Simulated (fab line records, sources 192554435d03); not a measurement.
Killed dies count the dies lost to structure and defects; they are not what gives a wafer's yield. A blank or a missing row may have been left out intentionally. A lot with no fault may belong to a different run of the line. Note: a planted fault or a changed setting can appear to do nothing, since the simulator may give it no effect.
fab line records	flow n5_finfet
[record] lots = 4	wafers = 12	last_day = 17
route steps=1938 shown MOL_CONTACT_COAG@625 BEOL_M0_SAQP@632 BEOL_M4@1111 PASSIVATION@1936
lots that met no fault: taken from a fault-free run of the same line
start_h: hours from the record's first day to the start of the lot's first wafer shown	wait_h: how many hours have passed since the lot's step before this one	" same as the row above	L1.1+2: several wafers, shown together as one row	- value missing, or start not given	* or withheld: withheld	< > ~ a bound
route shown NAME@n: NAME is a module with steps in the file, n the number in the route of the first one	usual: the fault-free wafers' mean and standard deviation	same: alike in all rows	chamber/n: place in a boat	sites: the reading at each site	_std_site: the standard deviation of these	_edge_site: outer sites' mean less inner sites'	radius_mm: how far each site lies from the wafer's centre	mask NAME#n: copy n	behind: the most recent tool/chamber to have shaped the wafer	hold: what put the lot on hold/how long, in hours/how the hold closed	device: names the non-switching transistor (n, p or np)	end of line: at the end of the route, the tests of the same wafers	a step with no rows: only its recipe	killed: dies that structure and defects cost at the first sort, which is not the same as the wafer's yield	map: a wafer's dies, x killed, . not, _ none there
set.NAME: the run value of the setting; set.NAME@STEP: its run value at that earlier step	model.NAME: the simulator's own value behind a step, which no gauge read
lots at selected steps of the route; one table per step, one row per wafer
services: a tool's chamber out of use, with start hour (start_h, from the record's first day; less than 0 if before it), hours out, and reason
[[steps]]
[step N5_MOL_CONTACT_COAG_PRECLEAN_127]
[recipe] chemistry = DIW	time_s = 57.5	temp_c = 23
[step N5_MOL_CONTACT_COAG_SRD_128]
[recipe] dry_time_s = 32	dry = n2_spin	spin_rpm = 1500
[step N5_MOL_CONTACT_COAG_CMP_52]
[recipe] stop_on = SiO2	t_overpolish_s = 1.5	post_cmp_clean = w_dilute_nh4oh	down_force_psi = 4	platen_rpm = 50.289	pad_velocity_m_s = 1.0006	target_thk_nm = 66.5
[step N5_MOL_CONTACT_COAG_ANNEAL_112]
[recipe] temp_c = 400	time_s = 1800	ambient = HPD2	pressure_atm = 10
[step N5_BEOL_M0_SAQP_PECVD_00]
[recipe] material = SiCN	target_thk_a = 80	temp_c = withheld	precursor = 3MS/NH3	pressure_torr = 3	rf_w = 202	time_s = 14
[step N5_BEOL_M0_SAQP_ILD_DEP_01]
[recipe] material = SiOC	target_thk_a = 454.19	temp_c = 350	precursor = DEMS/O2	pressure_torr = 5	rf_w = 500	time_s = 8.7
[step N5_BEOL_M0_SAQP_HM_DEP_02]
[recipe] material = TiN	target_thk_a = 120	temp_c = 25	chamber_pressure_pa = 0.49996
[step N5_BEOL_M0_SAQP_PECVD_03]
[recipe] material = SiCN	target_thk_a = 120	temp_c = withheld	precursor = 3MS/NH3	pressure_torr = 3	rf_w = 202	time_s = 21.1
[step N5_BEOL_M0_SAQP_PECVD_96]
[recipe] material = a-Si	target_thk_a = 450	temp_c = 350	precursor = SiH4/He	pressure_torr = 3	rf_w = 100	time_s = 45.2
[step N5_BEOL_M0_SAQP_PECVD_97]
[recipe] material = SiNx	target_thk_a = 230	temp_c = 350	precursor = SiH4/NH3/N2	pressure_torr = 1.5	rf_w = 300	time_s = 19.9
[usual] heater_power_w = 595/54	showerhead_plenum_p_Torr = 5.14/0.057	throttle_valve_pct = 40.1/2.2
lot.wafer	tool	chamber	start_h	wait_h	heater_power_w	showerhead_plenum_p_Torr	throttle_valve_pct
L897.2	pecvd-03	0	111.86	0.0	642	5.12	39.2
L897.5	"	0	"	"	650	5.10	39.3
L897.6	"	1	"	"	588	5.13	42.0
L905.1	pecvd-01	1	153.35	0.0	576	5.05	40.0
L905.3	"	2	"	"	563	5.19	40.8
L905.6	"	1	"	"	571	5.06	40.1
L916.1	pecvd-01	1	223.03	0.0	634	5.06	39.8
L916.2	"	0	"	"	555	5.16	40.1
L916.4	"	0	"	"	540	5.17	39.9
L918.2	pecvd-01	0	229.76	0.0	569	5.17	40.0
L918.3	"	1	"	"	662	5.04	40.0
L918.5	"	0	"	"	562	5.16	40.3
[step N5_BEOL_M0_SAQP_PECVD_04]
[recipe] material = a-Si	target_thk_a = 600	temp_c = 350	precursor = SiH4/He	pressure_torr = 3	rf_w = 100	time_s = 60.2
[step N5_BEOL_M0_SAQP_HM_DEP_111]
[recipe] material = SiO2	target_thk_a = 120	temp_c = 400	precursor = SiH4/N2O	pressure_torr = 0.75	rf_w = 275	time_s = 7.2
[step N5_BEOL_M0_SAQP_COAT_81]
[recipe] resist = SOC	temp_c = 250	time_s = 60	spin_rpm = 1500	resist_thk_nm = 100
[step N5_BEOL_M0_SAQP_COAT_82]
[recipe] resist = SiARC	temp_c = 220	time_s = 60	spin_rpm = 1500	resist_thk_nm = 30
[step N5_BEOL_M0_SAQP_COAT_08]
[recipe] resist = CAR-ArF	spin_rpm = 1500	resist_thk_nm = 90
[step N5_BEOL_M0_SAQP_EBR_10]
[recipe] solvent = PGMEA	ebr_width_mm = 1.5
[step N5_BEOL_M0_SAQP_SOFTBAKE_09]
[recipe] temp_c = 110	time_s = 60	resist = CAR-ArF
[step N5_BEOL_M0_SAQP_EXPOSE_11]
[recipe] mask_id = M0_CORE	na = 1.35	source_shape = dipole	sigma_inner = 0.538	sigma_outer = 0.738	polarization = te	target_cd_nm = 42	dose_mj = 55
[step N5_BEOL_M0_SAQP_PEB_12]
[recipe] peb_temp_c = withheld	peb_time_s = 60	resist = CAR-ArF
[step N5_BEOL_M0_SAQP_DEVELOP_13]
[recipe] develop_time_s = 30	developer = TMAH	resist = CAR-ArF	dev_temp_c = 23	rinse_liquid = diw	dry = air_spin
[step N5_BEOL_M0_SAQP_DESCUM_19]
[recipe] chemistry = O2	time_s = 7.9	source_power_w = 50	bias_power_w = 20	pressure_mtorr = 20	rf_frequency_hz = 2.712e+07	temp_c = 40	resist = CAR-ArF	o2_flow_sccm = 225
[step N5_BEOL_M0_SAQP_ETCH_83]
[recipe] chemistry = CF4	target = SiARC	target_depth_a = 390	mask_material = CAR-ArF	time_s = 65	ion_energy_ev = 80	pressure_mtorr = 40	source_w = 545	bias_w = 36	Ar_flow_sccm = 100	cf4_flow_sccm = 100	ends = cleared
[step N5_BEOL_M0_SAQP_ETCH_84]
[recipe] chemistry = N2/H2	target = SOC	target_depth_a = 1000	overetch_a = 200	mask_material = SiARC	temp_c = 40	time_s = 150	ion_energy_ev = 200	pressure_mtorr = 30	source_w = 840	bias_w = 150	n2_flow_sccm = 200	h2_flow_sccm = 200
[step N5_BEOL_M0_SAQP_STRIP_80]
[recipe] chemistry = N2/H2	temp_c = 40	n2_flow_sccm = 200	h2_flow_sccm = 200	rf_frequency_hz = 6e+07
[step N5_BEOL_M0_SAQP_HM_OPEN_112]
[recipe] chemistry = CHF3/O2	target = SiO2	stop_on = a-Si	target_depth_a = 120	over_etch_frac = 1.25	mask_material = SOC	time_s = 13.5	pressure_mtorr = 30	source_w = 650	bias_w = 170	Ar_flow_sccm = 200	CHF3_flow_sccm = 50	O2_flow_sccm = 5	ion_energy_ev = 200	ends = end_point
[step N5_BEOL_M0_SAQP_STRIP_113]
[recipe] chemistry = CHF3/O2	resist = SiARC	rf_frequency_hz = 6e+07
[step N5_BEOL_M0_SAQP_MANDREL_ETCH_20]
[recipe] target_depth_a = 600	chemistry = HBr/Cl2	target = a-Si	stop_on = SiNx	bt_time_s = 10	mask_material = SOC	over_etch_frac = 0.5	time_s = 30	pressure_mtorr = 10	icp_w = 800	bias_w = 75	HBr_flow_sccm = 150	Cl2_flow_sccm = 80	ends = end_point
[step N5_BEOL_M0_SAQP_STRIP_86]
[recipe] chemistry = N2/H2	power_w = 500	temp_c = 40	pressure_mtorr = 50	rf_frequency_hz = 6e+07	overash_fraction = 0.3	bias_power_w = 28	h2_frac = 0.5	n2_flow_sccm = 300	h2_flow_sccm = 300
[step N5_BEOL_M0_SAQP_STRIP_115]
[recipe] chemistry = post_etch_residue_remover	time_s = 60	temp_c = 25	remover_ph = withheld	remover_water_wt_pct = withheld	remover_fluoride_wt_pct = withheld
[step N5_BEOL_M0_SAQP_SRD_93]
[recipe] dry = ipa_marangoni	time_s = 30	temp_c = 23	rinse_liquid = diw
[step N5_BEOL_M0_SAQP_RECESS_114]
[recipe] chemistry = HF/NH3	target = SiO2	target_depth_a = 144	afs_cycles = 3	temp_c = 30	sublimation_temp_c = 180	sublimation_time_s = 60
[step N5_BEOL_M0_SAQP_SPACER1_ALD_98]
[recipe] material = SiO2	target_thk_a = 128	temp_c = 300	ald_precursor_family = BDEAS	ald_co_reactant = O2-plasma	pulse_time_s = 1	purge_time_s = 2	co_reactant_purge_time_s = 2	ald_cycles = 138	pressure_torr = 2
[step N5_BEOL_M0_SAQP_SPACER1_ETCHBACK_99]
[recipe] chemistry = CHF3/O2	mode = anisotropic_etchback	target = SiO2	target_depth_a = 154	time_s = 7.7	pressure_mtorr = 30	source_w = 650	bias_w = 170	Ar_flow_sccm = 200	CHF3_flow_sccm = 50	O2_flow_sccm = 5	ion_energy_ev = 200
[step N5_BEOL_M0_SAQP_MANDREL1_REMOVE_100]
[recipe] chemistry = HBr/Cl2/O2	bt_time_s = 10	target = a-Si	stop_on = SiNx	endpoint = OES-SiCl	over_etch_frac = 0.85	icp_w = 600	bias_w = 30	HBr_flow_sccm = 150	Cl2_flow_sccm = 80	O2_flow_sccm = 5	pressure_mtorr = 10
[step N5_BEOL_M4_RC_MEAS_101]
[usual] DIBL_N = 36.1/1.6	DIBL_P = 35.8/2.1	IOFF_N = 0.16/0.031	IOFF_P = 0.21/0.034	ION_N = 673/12	ION_P = 461/7.2	SS_N = 71.4/0.59	SS_P = 73.3/0.63	VT_N = 250/3.1	VT_P = -250/3.3
lot.wafer	tool	chamber	start_h	wait_h	DIBL_N[mV/V]	DIBL_P[mV/V]	IOFF_N[nA/um]	IOFF_P[nA/um]	ION_N[uA/um]	ION_P[uA/um]	SS_N[mV/dec]	SS_P[mV/dec]	VT_N[mV]	VT_P[mV]
L897.2	prober-02	0	175.40	0.2	36.0	35.0	0.16	0.20	663	453	71.8	73.5	248	-251
L897.5	"	0	"	"	33.9	32.9	0.13	0.17	671	458	69.9	73.1	254	-253
L897.6	"	0	"	"	35.9	35.7	0.16	0.21	672	459	71.0	73.6	248	-253
L905.1	prober-01	0	228.01	0.0	35.2	32.7	0.12	0.17	651	461	71.4	72.8	254	-250
L905.3	"	0	"	"	37.4	36.5	0.15	0.23	669	462	72.1	73.6	250	-247
L905.6	"	0	"	"	37.4	37.6	0.16	0.24	682	472	71.1	73.5	251	-248
L916.1	prober-01	0	284.14	0.0	32.9	31.4	0.10	0.15	633	446	70.2	71.6	260	-256
L916.2	"	0	"	"	35.6	34.5	0.14	0.20	675	460	71.4	73.2	252	-253
L916.4	"	0	"	"	34.8	34.1	0.13	0.19	660	449	70.8	72.9	251	-253
L918.2	prober-01	0	300.90	0.2	38.9	38.0	0.21	0.25	684	459	73.1	74.4	248	-248
L918.3	"	0	"	"	34.0	32.3	0.12	0.17	672	463	70.8	72.6	253	-252
L918.5	"	0	"	"	36.3	35.1	0.16	0.22	683	473	71.6	73.3	250	-249
[step N5_PASSIVATION_PROBE_49]
[usual] defect_limited_yield = 91.0/1.5	killed_at_M0_to_M3 = 35/11	killed_at_M4_up = 13/6	killed_at_contacts = 14/6.5	killed_at_front_end = 40/12	killed_at_other = 4/3.4	killed_dies = 106/18	killed_on_rim = 14/4.7	killed_open = 68/14	killed_short = 35/7.7	sort_bin_5_function = 5.2/0.98	sort_bin_6_memory = 3.4/0.72	sort_bin_8_speed = 0.02/0.24	sort_n_pass = 1074/18	sort_yield_pct = 91.0/1.5
[same] gross_dies = 1180	killed_at_back_side = 0	sort_bin_4_leakage[%] = 0
lot.wafer	tool	chamber	start_h	wait_h	defect_limited_yield[%]	killed_at_M0_to_M3	killed_at_M4_up	killed_at_contacts	killed_at_front_end	killed_at_other	killed_dies	killed_on_rim	killed_open	killed_short	sort_bin_5_function[%]	sort_bin_6_memory[%]	sort_bin_8_speed[%]	sort_n_pass	sort_yield_pct[%]
L897.2	prober-02	-	289.79	0.1	91.2	38	24	15	23	4	104	12	70	32	5.7	3.1	0	1076	91.2
L897.5	prober-02	-	289.94	0.2	90.3	33	19	13	48	2	115	17	75	38	5.3	3.8	0	1065	90.3
L897.6	prober-02	-	289.99	0.3	89.3	42	17	15	50	2	126	14	75	48	6.0	3.9	0	1054	89.3
L905.1	prober-01	-	335.55	0.0	91.9	30	4	7	50	5	96	8	55	38	4.9	2.6	0	1084	91.9
L905.3	prober-01	-	335.65	0.1	88.2	31	18	12	66	12	139	22	88	48	6.7	4.5	0	1041	88.2
L905.6	prober-01	-	335.80	0.3	87.2	28	15	24	74	10	151	21	107	43	7.2	5.2	0	1029	87.2
L916.1	prober-01	-	382.16	0.0	84.9	118	11	16	24	9	178	84	57	32	4.7	2.8	2.37	974	82.5
L916.2	prober-01	-	382.21	0.1	82.6	130	8	10	41	16	205	98	57	43	5.1	3.1	0	975	82.6
L916.4	prober-01	-	382.31	0.2	85.1	119	10	12	28	7	176	69	74	29	5.4	3.1	0	1004	85.1
L918.2	prober-02	-	401.63	0.1	82.2	142	19	5	40	4	210	104	63	37	5.3	3.0	0	970	82.2
L918.3	prober-02	-	401.68	0.1	83.6	129	14	4	40	7	194	84	53	44	4.7	3.4	0	986	83.6
L918.5	prober-02	-	401.78	0.2	84.1	119	18	5	41	5	188	81	65	29	4.7	3.1	0	992	84.1
// killed by level:class
L897.2 BEOL_M0_SAQP:geometric_particle:short=12 MOL_CONTACT_COAG:geometric_particle:open=11 BEOL_M0_SAQP:geometric_particle:open=10 BEOL_M4:geometric_particle:open=9 STI_FIN_REVEAL:geometric_particle:open=7 FIN_SAQP:geometric_particle:open=5 FIN_SAQP:geometric_particle:short=4 MOL_CONTACT_COAG:geometric_particle:short=4
L897.5 FIN_SAQP:geometric_particle:short=13 MOL_CONTACT_COAG:geometric_particle:open=10 STI_FIN_REVEAL:geometric_particle:open=9 BEOL_M3:geometric_particle:open=9 BEOL_M0_SAQP:geometric_particle:open=6 BEOL_M2:geometric_particle:open=6 FIN_SAQP:geometric_particle:open=5 BEOL_M0_SAQP:geometric_particle:short=5
L897.6 STI_FIN_REVEAL:geometric_particle:open=14 FIN_SAQP:geometric_particle:short=13 MOL_CONTACT_COAG:geometric_particle:open=12 BEOL_M4:geometric_particle:open=11 BEOL_M2:geometric_particle:open=9 BEOL_M0_SAQP:geometric_particle:short=8 BEOL_M1:geometric_particle:open=7 BEOL_M0_SAQP:geometric_particle:open=6
L905.1 BEOL_M1:geometric_particle:open=10 STI_FIN_REVEAL:geometric_particle:open=8 FIN_SAQP:geometric_particle:short=6 BEOL_M0_SAQP:geometric_particle:short=6 MOL_CONTACT_COAG:geometric_particle:open=5 FIN_SAQP:geometric_particle:open=4 BEOL_M0_SAQP:geometric_particle:open=4 BEOL_M1:geometric_particle:short=4
L905.3 FIN_SAQP:geometric_particle:open=16 STI_FIN_REVEAL:geometric_particle:open=14 MOL_CONTACT_COAG:geometric_particle:open=11 FIN_SAQP:geometric_particle:short=9 BEOL_M0_SAQP:geometric_particle:open=8 BEOL_M4:geometric_particle:open=8 BEOL_M0_SAQP:geometric_particle:short=6 MIM_TOP_ETCH:geometric_particle:short=5
L905.6 FIN_SAQP:geometric_particle:open=20 MOL_CONTACT_COAG:geometric_particle:open=19 FIN_SAQP:geometric_particle:short=18 STI_FIN_REVEAL:geometric_particle:open=11 GATE_CUT:geometric_particle:open=8 BEOL_M1:geometric_particle:open=7 BEOL_M0_SAQP:geometric_particle:short=6 DUMMY_GATE:geometric_particle:open=5
L916.1 BEOL_M0_SAQP:area_pecvd=84 MOL_CONTACT_COAG:geometric_particle:open=11 BEOL_M1:geometric_particle:open=8 BEOL_M2:geometric_particle:open=7 BEOL_M0_SAQP:geometric_particle:open=7 STI_FIN_REVEAL:geometric_particle:short=4 STI_FIN_REVEAL:geometric_particle:open=4 DUMMY_GATE:geometric_particle:open=4
L916.2 BEOL_M0_SAQP:area_pecvd=98 FIN_SAQP:geometric_particle:short=8 BEOL_M2:geometric_particle:open=8 DUMMY_GATE:geometric_particle:open=7 MOL_CONTACT_COAG:geometric_particle:open=6 PASS1_DEP:geometric_particle:short=6 BEOL_M0_SAQP:geometric_particle:open=5 BEOL_M3:geometric_particle:open=5
L916.4 BEOL_M0_SAQP:area_pecvd=71 MOL_CONTACT_COAG:geometric_particle:open=10 BEOL_M1:geometric_particle:open=9 BEOL_M0_SAQP:geometric_particle:open=8 BEOL_M3:geometric_particle:open=8 BEOL_M2:geometric_particle:open=7 BEOL_M0:geometric_particle:open=5 BEOL_M0_SAQP:geometric_particle:short=5
L918.2 BEOL_M0_SAQP:area_pecvd=109 BEOL_M2:geometric_particle:open=13 STI_FIN_REVEAL:geometric_particle:open=11 GATE_CUT:geometric_particle:short=10 BEOL_M0_SAQP:geometric_particle:short=7 FIN_SAQP:geometric_particle:short=5 BEOL_M3:geometric_particle:open=5 FIN_SAQP:geometric_particle:open=4
L918.3 BEOL_M0_SAQP:area_pecvd=87 BEOL_M2:geometric_particle:open=10 BEOL_M0_SAQP:geometric_particle:short=9 BEOL_M3:geometric_particle:open=9 STI_FIN_REVEAL:geometric_particle:open=8 STARTING-WAFER:geometric_particle:short=7 FIN_SAQP:geometric_particle:short=6 HKMG_FIN:area_etch=5
L918.5 BEOL_M0_SAQP:area_pecvd=91 STI_FIN_REVEAL:geometric_particle:open=20 BEOL_M3:geometric_particle:open=10 BEOL_M4:geometric_particle:open=8 BEOL_M0_SAQP:geometric_particle:open=6 BEOL_M3:geometric_particle:short=5 FIN_SAQP:geometric_particle:open=4 BEOL_M0_SAQP:geometric_particle:short=4
// map L916.2 (x killed, . not)
_________________.x.xxxxxx.xx________________
______________xx..xx.x.....xx.xx_____________
___________xxxx.x.......x......x.xx__________
__________xx..x...x...............xx_________
________xxx...x.......x..............._______
_______x.............x...x.........x..x______
______xx...............x...x..........x._____
_____..x.....................x..........x____
____x.......x....x.x.......xx...x.......xx___
___x...........x......x..................x.__
___.....x....x...x...............x.........__
__xxx......................x...............x_
__.x.........................x.xx.........x._
_xx............x.....x.x...x.......x.....x.xx
_x....x..........x....x....x..........x......
_x........x.........x..................x....x
_x........x...x............x.....x.......x.xx
_xx...............................x.........x
_x.x..x.......x............x..........xx.x.xx
_x..x.x.................x......x...xx....x...
_xx.........x......x........................x
__xx.........x.x.....................x....xx_
__.x..............................x..x....xx_
___.................x.............x........__
___xx.............xx........x..........x.xx__
____xxx.....x............x........x......x___
_____.x..............x....x..........xx..____
______xx...x.............x.............x_____
_______xx....................x....x....______
________..........x.................xx_______
__________xx..x..x...........x....x._________
___________xx..x.........x......x.x__________
______________xx...x........x.x._____________
_________________.x.xxxxxx..x________________
// map L918.2 (x killed, . not)
_________________xxxxx..x..x.________________
______________x.xxx.x...x.xxxxxx_____________
___________.x...x.x...x........xxxx__________
__________x..........x............xx_________
________xx.......x....x.x..x......x.x._______
_______.x..xx.x....x..................x______
______x.x.......x....................x.._____
_____x.x..........x............x.x......x____
____..x......xx..x......................xx___
___xx.....x.......xx.................x.x..x__
___...x............................x.......__
__xx.....x..........x........x...........x.x_
__xx..........x......................x......_
_xx.....x.x...........................x.....x
_x...xx..x............xx...........x........x
_.x.x.........x...............x..x...x....x.x
_x...........................xxx......x.....x
_xx..x...............x.x............x......xx
_xx......x.................x................x
_x...............x.........................xx
_x......x...............................x..xx
__x.x......................................x_
__xx.....................x............x.xxx._
___x.......................................__
___xx.........................x.........xxx__
____..x.x............................x.x.x___
_____x..........x..........x.....x......x____
______x........xx.....x..x............x._____
_______xxx..........x....x..........xxx______
________xx............x....xx......x.x_______
__________.x...x.........x........xx_________
___________xxxxx........x......xx.x__________
______________xx..........x.x.xx_____________
_________________xx.xxxx.xxxx________________
[[services]]
tool	chamber	start_h	hours	kind
pecvd-01	-	89.84	28.1	pm
pecvd-03	2	112.02	2.1	scheduled_down
pecvd-03	2	127.03	15.7	repair
pecvd-01	0	131.43	10.7	repair
pecvd-03	1	158.18	2.1	scheduled_down
pecvd-01	2	202.40	-	clean
pecvd-01	2	202.40	-	consumable_replace:showerhead
pecvd-01	2	202.40	29.0	scheduled_down
pecvd-01	2	202.40	29.0	vent_cycle
pecvd-03	1	218.34	4.4	repair
[[key]]
[first_sign] step = N5_PASSIVATION_PROBE_49	reading = killed_at_M0_to_M3	direction = up	sigmas = 8.2	usual = 35	struck = 126
[effect] step = N5_PASSIVATION_PROBE_49	reading = sort_yield_pct	direction = down	sigmas = 5	usual = 91.0	struck = 83.3
[more_kills_born_at] N5_BEOL_M0_SAQP_PECVD_97@pecvd-01 = 540
met_at N5_BEOL_M0_SAQP_PECVD_97
struck_wafers L916.1,L916.2,L916.4,L918.2,L918.3,L918.5
onset_between 153.35 223.03
also_fits time
[fault] kind = site_profile_drift	tool = pecvd-01	chamber = -	onset_h = 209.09	steps = N5_BEOL_M0_SAQP_PECVD_97	basis = fraction	max_abs_drift = 0.46233	slope_share_per_hr = 102.74	site_pattern = 0,0,0,0,0,-1,-1,-1,-1
